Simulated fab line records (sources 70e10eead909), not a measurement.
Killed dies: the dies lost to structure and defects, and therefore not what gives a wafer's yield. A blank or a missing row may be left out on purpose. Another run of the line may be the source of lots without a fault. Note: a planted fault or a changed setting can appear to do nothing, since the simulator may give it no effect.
fab line records	flow nand-harc	part 1 of 2: steps 1 to 28 of 42
record: lots: 5	wafers: 15	last-day: 32
route steps=1302 shown A_BLC@1132 A_M0@1137 A_M1@1169
lots with no fault: from the same line, run without faults
start-h: hours from the record's first day to the start of the lot's first wafer shown	wait-h: time in hours since the lot's previous step	" the same as in the row above	L1.1+2: a single row standing in for several wafers	- no value present, or no start provided	* or withheld: withheld	< > ~ a bound
route shown NAME@n: names a module that has steps shown in the file, with the first one's number in the route	usual: mean/standard deviation of fault-free wafers	same: alike in all rows	chamber/n: place in a boat	sites: readings site by site	_std_site: the standard deviation of these	_edge_site: inner sites' mean taken away from outer sites' mean	radius-mm: how far each site lies from the wafer's centre	mask NAME#n: copy n	behind: the tool/chamber that last shaped the wafer	hold: reason for holding the lot/hours on hold/outcome of the hold	device: which transistor (n, p or np) failed to switch	end of line: the route-end tests of the same wafers	where a step has no rows: the recipe by itself	killed: count of dies lost to structure and defects at first sort (not the wafer's yield)	map: a wafer's dies, marking killed ones x, the rest . and places with no die _
set.NAME: setting as actually run; set.NAME@STEP: the setting as run at that earlier step	model.NAME: the simulator's own value behind a step, which no gauge read
lots at selected steps of the route; one table per step, one row per wafer
services: when a tool's chamber went out of use (start-h, in hours from the record's first day, below 0 if earlier), for how many hours, and the reason
== steps ==
step: NHARC_A_BLC_CVD_24
recipe: target-thk-a: 1500	temp-c: 300	pressure-torr: 40	wf6-flow-sccm: 40	h2-flow-sccm: 1600	ar-flow-sccm: 1560	time-s: 434	material: W
usual: heater-power-w: 465/36	susceptor-temp-C: 299.98/0.21	throttle-valve-pct: 7.96/0.23
lot.wafer	tool	chamber	start-h	wait-h	heater-power-w	susceptor-temp-C	throttle-valve-pct
L074.2	cvd-w-02	0	-	-	433	300.23	8.02
L074.4	"	0	"	"	430	300.08	8.06
L074.6	"	0	"	"	421	300.08	8.11
L082.2	cvd-w-02	0	-	-	431	-	8.03
L082.3	"	1	"	"	450	-	7.94
L082.6	"	0	"	"	426	-	7.80
L085.4	cvd-w-02	0	-	-	424	299.84	8.15
L085.3	"	1	"	"	455	300.20	7.53
L085.6	"	1	"	"	452	300.19	8.21
L087.2	cvd-w-02	1	-	-	462	299.91	7.78
L087.1	"	0	"	"	421	299.72	8.02
L087.5	"	1	"	"	459	299.78	8.03
L096.1	cvd-w-02	1	-	-	453	299.47	7.94
L096.2	"	0	"	"	422	300.13	8.39
L096.5	"	1	"	"	462	300.03	7.57
step: NHARC_A_BLC_CMP_25
recipe: t-overpolish-s: 30	target-thk-nm: 150
usual: motor-current-A: 12.3/1.2	overpolish-run-s: 29.999/0.0091	time-to-endpoint-s: 29.9/2.7
lot.wafer	tool	chamber	start-h	wait-h	motor-current-A	overpolish-run-s	time-to-endpoint-s
L074.4	cmp-04	2	517.11	0.2	13.6	29.998	30.3
L074.2	"	3	"	"	11.5	30.012	29.0
L074.6	"	2	"	"	12.9	30.007	32.0
L082.2	cmp-02	0	615.97	0.5	12.7	29.990	24.5
L082.3	"	1	"	"	13.2	30.017	29.2
L082.6	"	0	"	"	13.9	30.008	27.2
L085.3	cmp-02	1	651.71	0.3	13.7	29.995	32.5
L085.4	"	3	"	"	11.2	29.997	32.8
L085.6	"	0	"	"	13.4	30.010	28.3
L087.2	cmp-01	1	664.57	0.5	12.4	30.000	24.3
L087.1	"	3	"	"	10.4	29.999	24.4
L087.5	"	1	"	"	12.5	29.997	25.3
L096.1	cmp-04	1	739.34	0.5	11.4	29.993	26.7
L096.2	"	0	"	"	9.8	29.992	29.4
L096.5	"	2	"	"	13.0	29.996	26.9
step: NHARC_A_BLC_SRD_27
lot.wafer	tool	chamber	start-h	wait-h
L074.6+2+4	wet-bench-05	2,4,5	517.43	0.0
L082.3+2+6	wet-bench-02	6,1,2	616.29	0.0
L085.4+6+3	wet-bench-01	3,5,7	652.01	0.0
L087.5+1+2	wet-bench-02	0,2,5	664.89	0.0
L096.1+2+5	wet-bench-01	4,5,7	739.67	0.0
step: NHARC_A_BLC_INSPECT_28
usual: raw-defect-count: 524/140
lot.wafer	tool	chamber	start-h	wait-h	raw-defect-count
L074.2	defect-inspect-02	-	517.51	0.1	406
L074.4	"	-	"	"	325
L074.6	"	-	"	"	394
L082.2	defect-inspect-02	-	616.38	0.1	562
L082.3	"	-	"	"	457
L082.6	"	-	"	"	535
L085.3	defect-inspect-02	-	652.09	0.1	597
L085.4	"	-	"	"	556
L085.6	"	-	"	"	640
L087.1	defect-inspect-01	-	664.97	0.1	457
L087.2	"	-	"	"	414
L087.5	"	-	"	"	467
L096.1	defect-inspect-02	-	739.74	0.1	475
L096.2	"	-	"	"	366
L096.5	"	-	"	"	361
step: NHARC_A_M0_DEP_00
recipe: target-thk-a: 1500	target-thk-nm: 150	temp-c: withheld	pressure-torr: 5	flow-sccm: 200	rf-w: 600	material: SiOC
lot.wafer	tool	chamber	start-h	wait-h
L074.2+6+4	pecvd-01	0,2,0	517.67	0.2
L082.3+2+6	pecvd-04	1,0,1	616.48	0.1
L085.3+4+6	pecvd-02	2,2,1	652.16	0.1
L087.2+1+5	pecvd-04	1,2,1	665.04	0.1
L096.1+2+5	pecvd-02	1,2,1	739.81	0.1
step: NHARC_A_M0_DEHYDRATE_01
recipe: temp-c: 150	time-s: 120
lot.wafer	tool	chamber	start-h	wait-h
L074.2+4+6	litho-track-06	0	517.98	-
L082.2+3+6	litho-track-01	0	616.88	-
L085.3+4+6	litho-track-06	0	652.56	-
L087.1+2+5	litho-track-04	0	665.44	-
L096.1+2+5	litho-track-06	0	740.21	-
step: NHARC_A_M0_HMDS_02
recipe: time-s: 30
lot.wafer	tool	chamber	start-h	wait-h
L074.2+4+6	litho-track-06	0	-	-
L082.2+3+6	litho-track-01	0	-	-
L085.3+4+6	litho-track-06	0	-	-
L087.1+2+5	litho-track-04	0	-	-
L096.1+2+5	litho-track-06	0	-	-
step: NHARC_A_M0_COAT_33
recipe: temp-c: 200	time-s: 65
lot.wafer	tool	chamber	start-h	wait-h
L074.2+4+6	litho-track-06	0	-	-
L082.2+3+6	litho-track-01	0	-	-
L085.3+4+6	litho-track-06	0	-	-
L087.1+2+5	litho-track-04	0	-	-
L096.1+2+5	litho-track-06	0	-	-
step: NHARC_A_M0_COAT_03
recipe: spin-rpm: 1500	resist-thk-nm: 90
lot.wafer	tool	chamber	start-h	wait-h
L074.2+4+6	litho-track-06	0	-	-
L082.2+3+6	litho-track-01	0	-	-
L085.3+4+6	litho-track-06	0	-	-
L087.1+2+5	litho-track-04	0	-	-
L096.1+2+5	litho-track-06	0	-	-
step: NHARC_A_M0_SOFTBAKE_04
recipe: temp-c: 105	time-s: 55
lot.wafer	tool	chamber	start-h	wait-h
L074.2+4+6	litho-track-06	0	-	-
L082.2+3+6	litho-track-01	0	-	-
L085.3+4+6	litho-track-06	0	-	-
L087.1+2+5	litho-track-04	0	-	-
L096.1+2+5	litho-track-06	0	-	-
step: NHARC_A_M0_EBR_05
lot.wafer	tool	chamber	start-h	wait-h
L074.2+4+6	litho-track-06	0	-	-
L082.2+3+6	litho-track-01	0	-	-
L085.3+4+6	litho-track-06	0	-	-
L087.1+2+5	litho-track-04	0	-	-
L096.1+2+5	litho-track-06	0	-	-
step: NHARC_A_M0_EXPOSE_06
recipe: na: 1.35	target-cd-nm: 80	dose-mj: 83.25	mask-id: A_M0
usual: exposure-dose-mJ-cm2: 83.13/0.11
lot.wafer	tool	chamber	start-h	wait-h	mask	exposure-dose-mJ-cm2
L074.2	arfi-scanner-02	0	518.28	-	A_M0#0	83.15
L074.4	"	0	"	"	A_M0#0	83.23
L074.6	"	0	"	"	A_M0#0	83.20
L082.2	arfi-scanner-01	0	617.05	-	A_M0#0	83.19
L082.3	"	0	"	"	A_M0#0	83.15
L082.6	"	0	"	"	A_M0#0	83.20
L085.3	arfi-scanner-02	0	652.86	-	A_M0#0	83.13
L085.4	"	0	"	"	A_M0#0	83.02
L085.6	"	0	"	"	A_M0#0	83.10
L087.1	arfi-scanner-02	0	665.60	-	A_M0#0	83.03
L087.2	"	0	"	"	A_M0#0	83.05
L087.5	"	0	"	"	A_M0#0	83.04
L096.1	arfi-scanner-03	0	740.50	-	A_M0#0	83.01
L096.2	"	0	"	"	A_M0#0	82.96
L096.5	"	0	"	"	A_M0#0	83.06
step: NHARC_A_M0_PEB_07
recipe: peb-temp-c: 100	peb-time-s: 65
lot.wafer	tool	chamber	start-h	wait-h
L074.2+4+6	litho-track-04	0	518.34	0.1
L082.2+3+6	litho-track-04	0	617.10	0.1
L085.3+4+6	litho-track-04	0	652.91	0.0
L087.1+2+5	litho-track-01	0	665.66	0.1
L096.1+2+5	litho-track-04	0	740.56	0.1
step: NHARC_A_M0_DEVELOP_08
recipe: develop-time-s: 35	dev-temp-c: 23
lot.wafer	tool	chamber	start-h	wait-h
L074.2+4+6	litho-track-04	0	-	-
L082.2+3+6	litho-track-04	0	-	-
L085.3+4+6	litho-track-04	0	-	-
L087.1+2+5	litho-track-01	0	-	-
L096.1+2+5	litho-track-04	0	-	-
step: NHARC_A_M0_CD_MEAS_09
recipe: target-cd-nm: 80	landing-energy-ev: 500
usual: cd-nm: 80.0/0.48
lot.wafer	tool	chamber	start-h	wait-h	cd-nm
L074.2	cd-sem-03	0	518.42	-	78.8
L074.4	"	0	"	"	79.7
L074.6	"	0	"	"	79.5
L082.2	cd-sem-01	0	617.19	-	79.7
L082.3	"	0	"	"	79.4
L082.6	"	0	"	"	79.7
L085.3	cd-sem-01	0	652.99	-	79.5
L085.4	"	0	"	"	79.5
L085.6	"	0	"	"	79.4
L087.1	cd-sem-02	0	665.74	-	80.1
L087.2	"	0	"	"	80.0
L087.5	"	0	"	"	80.6
L096.1	cd-sem-03	0	740.64	-	79.5
L096.2	"	0	"	"	80.6
L096.5	"	0	"	"	79.8
step: NHARC_A_M0_OVL_MEAS_10
recipe: pitch-nm: 160
usual: overlay-x-nm: 0.2/0.69	overlay-y-nm: 0.0/0.87
lot.wafer	tool	chamber	start-h	wait-h	overlay-x-nm	overlay-y-nm
L074.2	overlay-01	-	518.52	-	0.2	0.9
L074.4	"	-	"	"	0.6	0.9
L074.6	"	-	"	"	0.5	1.4
L082.2	overlay-01	-	617.27	-	0.0	-0.5
L082.3	"	-	"	"	0.2	-0.7
L082.6	"	-	"	"	-0.5	0.0
L085.3	overlay-01	-	653.08	-	0.5	-2.2
L085.4	"	-	"	"	0.5	-0.8
L085.6	"	-	"	"	1.1	-0.7
L087.1	overlay-01	-	665.83	-	-0.5	-1.0
L087.2	"	-	"	"	-0.1	-0.7
L087.5	"	-	"	"	-0.5	-0.6
L096.1	overlay-02	-	740.73	-	-0.7	-1.2
L096.2	"	-	"	"	-1.1	-0.2
L096.5	"	-	"	"	-0.5	-0.7
step: NHARC_A_M0_INSPECT_11
usual: raw-defect-count: 84/46
lot.wafer	tool	chamber	start-h	wait-h	raw-defect-count
L074.2	defect-inspect-01	-	518.55	0.0	23
L074.4	"	-	"	"	20
L074.6	"	-	"	"	25
L082.2	defect-inspect-02	-	617.31	0.0	26
L082.3	"	-	"	"	25
L082.6	"	-	"	"	40
L085.3	defect-inspect-01	-	653.12	0.0	100
L085.4	"	-	"	"	78
L085.6	"	-	"	"	97
L087.1	defect-inspect-02	-	665.87	0.0	18
L087.2	"	-	"	"	29
L087.5	"	-	"	"	32
L096.1	defect-inspect-02	-	740.77	0.0	67
L096.2	"	-	"	"	63
L096.5	"	-	"	"	81
step: NHARC_A_M0_DESCUM_14
recipe: time-s: 3	o2-flow-sccm: 200	ar-flow-sccm: 0	bias-power-w: 0	chemistry: O2
usual: drypump-motor-current-A: 5.8/0.48	oes-product-au: 1.001/0.0072	rf-vpp-V: 57.8/0.9	showerhead-plenum-p-Torr: 1.95/0.076	throttle-valve-pct: 11.312/0.0091
lot.wafer	tool	chamber	start-h	wait-h	drypump-motor-current-A	oes-product-au	rf-hours-counter-h	rf-vpp-V	showerhead-plenum-p-Torr	throttle-valve-pct
L074.4	rie-diel-11	1	518.62	0.1	5.7	1.007	3.5	57.0	1.86	11.312
L074.2	"	3	"	"	5.6	0.995	1.8	58.1	1.97	11.316
L074.6	"	1	"	"	5.7	1.000	-	57.2	1.86	11.300
L082.2	rie-diel-07	0	617.37	0.1	6.6	1.005	6.6	58.3	2.04	11.313
L082.3	"	2	"	"	5.7	1.000	7.1	58.9	1.85	11.310
L082.6	"	1	"	"	5.6	1.005	-	58.1	1.90	11.318
L085.3	rie-diel-11	2	653.20	0.1	6.6	0.995	2.0	56.9	1.85	11.311
L085.6	"	1	"	"	5.7	1.002	-	58.0	1.86	11.312
L085.4	"	2	"	"	6.6	0.994	-	56.2	1.85	11.318
L087.2	rie-diel-11	2	665.93	0.1	6.5	1.000	3.3	56.9	1.85	11.310
L087.1	"	0	"	"	5.0	0.996	3.6	58.0	1.96	11.318
L087.5	"	3	"	"	5.6	0.990	-	57.7	1.97	11.305
L096.1	rie-diel-06	3	740.84	0.1	5.9	1.006	2.3	58.6	2.05	11.300
L096.2	"	0	"	"	5.4	1.003	2.1	58.7	2.01	11.318
L096.5	"	3	"	"	5.9	1.014	-	58.9	2.05	11.301
step: NHARC_A_M0_ETCH_34
recipe: target-depth-a: 400	overetch-a: 120	time-s: 43.94	ion-energy-ev: 200	n2-flow-sccm: 150	h2-flow-sccm: 150	ar-flow-sccm: 0	rf-w: 400	bias-w: 150	chemistry: N2/H2
usual: drypump-motor-current-A: 5.8/0.46	oes-product-au: 1.002/0.0077	rf-vpp-V: 431.5/2.4	showerhead-plenum-p-Torr: 2.08/0.082	throttle-valve-pct: 14.170/0.0091
lot.wafer	tool	chamber	start-h	wait-h	drypump-motor-current-A	oes-product-au	rf-hours-counter-h	rf-vpp-V	showerhead-plenum-p-Torr	throttle-valve-pct
L074.4	rie-diel-11	1	518.70	0.1	5.7	1.006	3.5	429.1	1.98	14.173
L074.2	"	3	"	"	5.6	0.999	1.8	430.9	2.10	14.165
L074.6	"	1	"	"	5.7	1.012	-	428.6	1.98	14.170
L082.3	rie-diel-07	3	617.46	0.1	5.5	1.017	6.7	432.2	2.11	14.161
L082.2	"	1	"	"	5.6	0.999	7.1	429.7	2.02	14.170
L082.6	"	2	"	"	5.7	0.998	-	429.2	1.97	14.174
L085.3	rie-diel-11	1	653.29	0.1	5.8	0.994	2.0	427.2	1.98	14.154
L085.4	"	0	"	"	5.1	0.992	-	433.0	2.09	14.176
L085.6	"	1	"	"	5.7	0.997	-	428.2	1.98	14.159
L087.2	rie-diel-11	2	666.03	0.1	6.6	0.999	3.3	428.7	1.97	14.155
L087.1	"	3	"	"	5.6	0.998	2.1	432.8	2.10	14.169
L087.5	"	0	"	"	5.1	1.002	-	431.9	2.09	14.157
L096.2	rie-diel-06	2	740.91	0.1	6.1	0.987	2.5	431.0	2.03	14.189
L096.1	"	1	"	"	5.2	1.000	2.3	434.0	2.18	14.167
L096.5	"	2	"	"	6.1	0.991	-	428.6	2.03	14.178
step: NHARC_A_M0_ETCH_15
recipe: target-depth-a: 1500	overetch-a: 150	time-s: 82.5	c4f8-flow-sccm: withheld	ar-flow-sccm: 400	rf-w: 600	bias-w: 300	chemistry: C4F8/Ar
usual: oes-product-au: 0.949/0.022	rf-vpp-V: 442.0/2.3
lot.wafer	tool	chamber	start-h	wait-h	oes-product-au	rf-hours-counter-h	rf-vpp-V
L074.2	rie-diel-11	0	-	-	0.949	2.7	442.8
L074.4	"	2	"	"	0.952	3.4	438.1
L074.6	"	0	"	"	0.951	-	442.4
L082.3	rie-diel-07	0	-	-	0.958	6.6	444.0
L082.2	"	1	"	"	0.960	7.1	440.9
L082.6	"	3	"	"	0.984	-	442.9
L085.3	rie-diel-11	1	-	-	0.963	2.0	439.0
L085.6	"	2	"	"	0.947	-	438.8
L085.4	"	0	"	"	0.974	-	442.7
L087.1	rie-diel-11	1	-	-	0.984	3.5	438.4
L087.2	"	2	"	"	0.959	3.3	438.7
L087.5	"	0	"	"	0.979	-	441.4
L096.2	rie-diel-06	0	-	-	0.979	2.1	444.9
L096.1	"	1	"	"	0.977	2.3	445.9
L096.5	"	3	"	"	0.957	-	445.6
step: NHARC_A_M0_CD_MEAS_16
usual: cd-nm: 79.9/0.61
lot.wafer	tool	chamber	start-h	wait-h	cd-nm
L074.2	cd-sem-03	-	518.91	-	79.1
L074.4	"	-	"	"	79.9
L074.6	"	-	"	"	79.4
L082.2	cd-sem-03	-	617.67	-	79.8
L082.3	"	-	"	"	80.5
L082.6	"	-	"	"	79.4
L085.3	cd-sem-02	-	653.52	-	79.0
L085.4	"	-	"	"	80.1
L085.6	"	-	"	"	79.4
L087.1	cd-sem-01	-	666.23	-	80.1
L087.2	"	-	"	"	79.8
L087.5	"	-	"	"	80.6
L096.1	cd-sem-03	-	741.13	-	79.3
L096.2	"	-	"	"	80.1
L096.5	"	-	"	"	79.2
step: NHARC_A_M0_STRIP_18
recipe: power-w: 1000	n2-flow-sccm: 150	h2-flow-sccm: 150	ar-flow-sccm: 0	bias-w: 0	chemistry: N2/H2
usual: drypump-motor-current-A: 5.8/0.49	oes-product-au: 1.002/0.0077	rf-vpp-V: 90.7/0.96	showerhead-plenum-p-Torr: 2.06/0.077	throttle-valve-pct: 14.172/0.0098
lot.wafer	tool	chamber	start-h	wait-h	drypump-motor-current-A	oes-product-au	rf-hours-counter-h	rf-vpp-V	showerhead-plenum-p-Torr	throttle-valve-pct
L074.2	rie-diel-11	3	518.99	0.1	5.6	0.998	2	90.7	2.10	14.168
L074.4	"	0	"	"	5.1	0.997	3	92.4	2.09	14.185
L074.6	"	0	"	"	5.1	1.005	-	91.4	2.09	14.166
L082.3	rie-diel-06	3	617.77	0.1	6.0	1.015	11	90.5	2.20	14.183
L082.2	"	0	"	"	5.4	1.010	10	91.6	2.15	14.182
L082.6	"	3	"	"	6.0	1.011	-	90.4	2.19	14.169
L085.3	rie-diel-06	3	653.59	0.1	6.0	1.000	13	91.0	2.19	14.160
L085.4	"	2	"	"	6.1	0.998	11	90.9	2.03	14.190
L085.6	"	0	"	"	5.4	0.997	-	91.0	2.14	14.171
L087.2	rie-diel-07	0	666.36	0.1	6.6	1.012	0	93.5	2.17	14.164
L087.1	"	1	"	"	5.6	0.999	0	91.1	2.02	14.162
L087.5	"	3	"	"	5.5	1.011	-	92.6	2.11	14.162
L096.2	rie-diel-11	1	741.23	0.1	5.8	1.015	7	91.2	1.97	14.180
L096.1	"	2	"	"	6.6	1.003	7	89.2	1.97	14.190
L096.5	"	1	"	"	5.8	1.009	-	90.6	1.97	14.162
step: NHARC_A_M0_STRIP_19
recipe: time-s: 600	temp-c: 30	chemistry: post-etch-residue-remover
lot.wafer	tool	chamber	start-h	wait-h
L074.6+2+4	wet-bench-03	4,6,0	519.26	-
L082.2+3+6	wet-bench-03	5,6,2	618.02	-
L085.3+4+6	wet-bench-09	5,6,1	653.87	-
L087.2+1+5	wet-bench-09	5,6,7	666.60	-
L096.1+2+5	wet-bench-07	1,3,4	741.48	-
step: NHARC_A_M0_DEGAS_28
recipe: temp-c: 250	time-s: 60
usual: heater-power-w: 337/38	susceptor-temp-C: 249.99/0.17
lot.wafer	tool	chamber	start-h	wait-h	heater-power-w	susceptor-temp-C
L074.2	pvd-sputter-01	-	519.53	-	326	250.37
L074.4	"	-	"	"	412	250.10
L074.6	"	-	"	"	308	250.02
L082.2	pvd-sputter-01	-	618.29	-	307	250.12
L082.3	"	-	"	"	292	250.27
L082.6	"	-	"	"	428	250.15
L085.4	pvd-sputter-01	-	654.14	-	299	250.12
L085.3	"	-	"	"	285	249.93
L085.6	"	-	"	"	310	250.11
L087.2	pvd-sputter-03	-	666.85	-	292	250.00
L087.1	"	-	"	"	338	250.00
L087.5	"	-	"	"	334	249.72
L096.2	pvd-sputter-02	-	741.74	-	313	250.18
L096.1	"	-	"	"	308	250.29
L096.5	"	-	"	"	316	249.95
step: NHARC_A_M0_PRE_CLEAN_29
recipe: time-s: 30	temp-c: 280	gas: H2/He
usual: heater-power-w: 415/49	susceptor-temp-C: 280.00/0.19
lot.wafer	tool	chamber	start-h	wait-h	heater-power-w	susceptor-temp-C
L074.4	pvd-sputter-01	-	-	-	358	279.66
L074.2	"	-	"	"	372	279.81
L074.6	"	-	"	"	542	279.93
L082.3	pvd-sputter-01	-	-	-	406	280.08
L082.2	"	-	"	"	534	279.90
L082.6	"	-	"	"	403	279.85
L085.4	pvd-sputter-01	-	-	-	531	279.84
L085.3	"	-	"	"	381	280.09
L085.6	"	-	"	"	354	279.96
L087.2	pvd-sputter-03	-	-	-	414	280.03
L087.1	"	-	"	"	361	279.84
L087.5	"	-	"	"	408	279.84
L096.2	pvd-sputter-02	-	-	-	422	279.73
L096.1	"	-	"	"	388	280.05
L096.5	"	-	"	"	375	280.03
step: NHARC_A_M0_PVD_20
recipe: target-thk-a: 50	bias-v: 168.6	power-w: 15000	chamber-pressure-pa: 0.12	time-s: 8.06	substrate-temp-c: 50	material: TaN
usual: throttle-valve-pct: 30.4/1.4
lot.wafer	tool	chamber	start-h	wait-h	throttle-valve-pct
L074.2	pvd-sputter-01	-	-	-	30.6
L074.4	"	-	"	"	30.9
L074.6	"	-	"	"	32.3
L082.3	pvd-sputter-01	-	-	-	29.0
L082.2	"	-	"	"	31.3
L082.6	"	-	"	"	31.4
L085.4	pvd-sputter-01	-	-	-	31.3
L085.3	"	-	"	"	30.7
L085.6	"	-	"	"	30.9
L087.1	pvd-sputter-03	-	-	-	29.2
L087.2	"	-	"	"	30.6
L087.5	"	-	"	"	28.2
L096.1	pvd-sputter-02	-	-	-	31.6
L096.2	"	-	"	"	31.9
L096.5	"	-	"	"	31.5
step: NHARC_A_M0_PVD_21
recipe: target-thk-a: 300	chamber-pressure-pa: 5	power-w: 5000	substrate-temp-c: 30	time-s: 20.49	material: Cu
usual: throttle-valve-pct: 30.4/1.4
lot.wafer	tool	chamber	start-h	wait-h	throttle-valve-pct
L074.4	pvd-sputter-01	-	-	-	30.7
L074.2	"	-	"	"	32.7
L074.6	"	-	"	"	30.4
L082.3	pvd-sputter-01	-	-	-	31.4
L082.2	"	-	"	"	30.9
L082.6	"	-	"	"	31.2
L085.3	pvd-sputter-01	-	-	-	31.1
L085.4	"	-	"	"	28.6
L085.6	"	-	"	"	31.1
L087.2	pvd-sputter-03	-	-	-	30.4
L087.1	"	-	"	"	29.7
L087.5	"	-	"	"	30.7
L096.2	pvd-sputter-02	-	-	-	30.1
L096.1	"	-	"	"	32.0
L096.5	"	-	"	"	30.2
step: NHARC_A_M0_ECD_22
recipe: target-thk-a: 4000	bath-temp-c: 25	material: Cu
lot.wafer	tool	chamber	start-h	wait-h
L074.2+4+6	ecd-cu-01	0,1,0	520.00	-
L082.2+3+6	ecd-cu-02	0,1,1	618.65	-
L085.4+3+6	ecd-cu-02	0,1,0	654.61	-
L087.1+2+5	ecd-cu-02	1,0,0	667.21	-
L096.2+1+5	ecd-cu-01	0,1,1	742.10	-
